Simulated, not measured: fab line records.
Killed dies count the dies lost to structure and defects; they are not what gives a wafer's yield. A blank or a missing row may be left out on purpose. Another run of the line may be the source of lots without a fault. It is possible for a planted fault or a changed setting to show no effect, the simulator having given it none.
Split-lot study	flow n5Finfet	7 lots, 39 wafers read, on a route of 1938 steps

ON THE SPLIT
At N5_BEOL_M0_SAQP_CUT_ETCH_46 (etches SOC in N2/H2, target depth 135 nm, overetch 27 nm, time 202.5 s), the setting targetDepthA was moved away from the recipe's 1350 angstrom on 9 of the 39 wafers read, by -36.9% to +27.6%. For the rest of the wafers, this setting stayed at what the recipe calls for.

The split's own step is where the reading is taken.

THE READING
SiARC_of_BEOL_M0_SAQP_COAT_72.thkNm (the simulator's own value, which no gauge read), in nm, at N5_BEOL_M0_SAQP_CUT_ETCH_46 (etches SOC in N2/H2, target depth 135 nm, overetch 27 nm, time 202.5 s). The file gives no usual value for it. The 30 wafers here that ran the recipe average 5.1 nm, standard deviation 0.24 nm.

wafer	tool, chamber at the split	targetDepthA as run, angstrom	against the recipe	SiARC_of_BEOL_M0_SAQP_COAT_72.thkNm, nm	against lot-mates on the recipe
L079.2	rieDiel-04, 3	1350	recipe	4.8	-
L079.6	rieDiel-04, 3	1350	recipe	4.8	-
L079.4	rieDiel-04, 1	1350	recipe	5	-
L082.1	rieDiel-03, 2,0,0	1350	recipe	5.4	-
L082.2	rieDiel-03, 2,0,0	1350	recipe	5.4	-
L082.5	rieDiel-03, 2,0,0	1350	recipe	5.4	-
L082.3	rieDiel-03, 1	1350	recipe	5.6	-
L082.4	rieDiel-03, 3	1350	recipe	5.2	-
L082.6	rieDiel-03, 3	1350	recipe	5.2	-
L084.1	rieDiel-04, 1,0	1350	recipe	5.2	-
L084.3	rieDiel-04, 1,0	1350	recipe	5.2	-
L084.2	rieDiel-04, 2,3,2	1350	recipe	4.8	-
L084.5	rieDiel-04, 2,3,2	1350	recipe	4.8	-
L084.6	rieDiel-04, 2,3,2	1350	recipe	4.8	-
L084.4	rieDiel-04, 3	1350	recipe	5	-
L089.1	rieDiel-04, 3	852	-36.9%	7.6	+2.5
L089.2	rieDiel-04, 2	1350	recipe	5	-
L089.6	rieDiel-04, 2	1350	recipe	5	-
L089.3	rieDiel-04, 0	1350	recipe	5.2	-
L089.4	rieDiel-04, 1	852	-36.9%	8.2	+3.1
L089.5	rieDiel-04, 1	852	-36.9%	8.2	+3.1
L090.1	rieDiel-03, 1	1350	recipe	5.4	-
L090.2	rieDiel-03, 3	1350	recipe	5	-
L090.3	rieDiel-03, 0	1095	-18.9%	7	+1.8
L090.4	rieDiel-03, 2	1095	-18.9%	6.8	+1.6
L090.5	rieDiel-03, 0	1350	recipe	5.2	-
L090.6	rieDiel-03, 3	1095	-18.9%	6.6	+1.4
L096.1	rieDiel-03, 1,2,0,1	1350	recipe	5.4	-
L096.2	rieDiel-03, 1,2,0,1	1350	recipe	5.4	-
L096.5	rieDiel-03, 1,2,0,1	1350	recipe	5.4	-
L096.6	rieDiel-03, 1,2,0,1	1350	recipe	5.4	-
L096.3	rieDiel-03, 0,3	1350	recipe	5.2	-
L096.4	rieDiel-03, 0,3	1350	recipe	5.2	-
L097.1	rieDiel-04, 0	1722	+27.6%	3	-1.9
L097.2	rieDiel-04, 1	1350	recipe	5.2	-
L097.3	rieDiel-04, 2	1722	+27.6%	2.6	-2.3
L097.4	rieDiel-04, 3	1350	recipe	4.6	-
L097.5	rieDiel-04, 3	1722	+27.6%	2.2	-2.7
L097.6	rieDiel-04, 2	1350	recipe	5	-
If several chambers appear in one row, that row covers several wafers at once and the file leaves open which wafer was in which chamber.

THE FIT
A straight line over all 39 wafers: SiARC_of_BEOL_M0_SAQP_COAT_72.thkNm changes by -0.0839 nm for each +1% of targetDepthA; r = -0.97; the points scatter about the line by 0.27 nm.
The same after taking each lot's own level away (the mean of its wafers on the recipe; 39 wafers): -0.0819 nm for each +1%; r = -0.99; scatter 0.19 nm.
That fit puts the effect of the largest move of targetDepthA on the reading at 3 nm.
The span of the lots' own levels, 4.87 to 5.37 nm, comes to 2.1 times the standard deviation stated above.
The two slopes are in agreement: the lot-to-lot level therefore moves the slope only a little.
Check: for one of the wafers moved furthest among these (-36.9%), held out of the fit, the line's prediction against its lot-mates is +3.13 nm. Against them it came out at +2.53 nm.

FILE'S OWN FIT
SiARC_of_BEOL_M0_SAQP_COAT_72.thkNm changes by -0.0818 nm for each +1% of targetDepthA, r = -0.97.
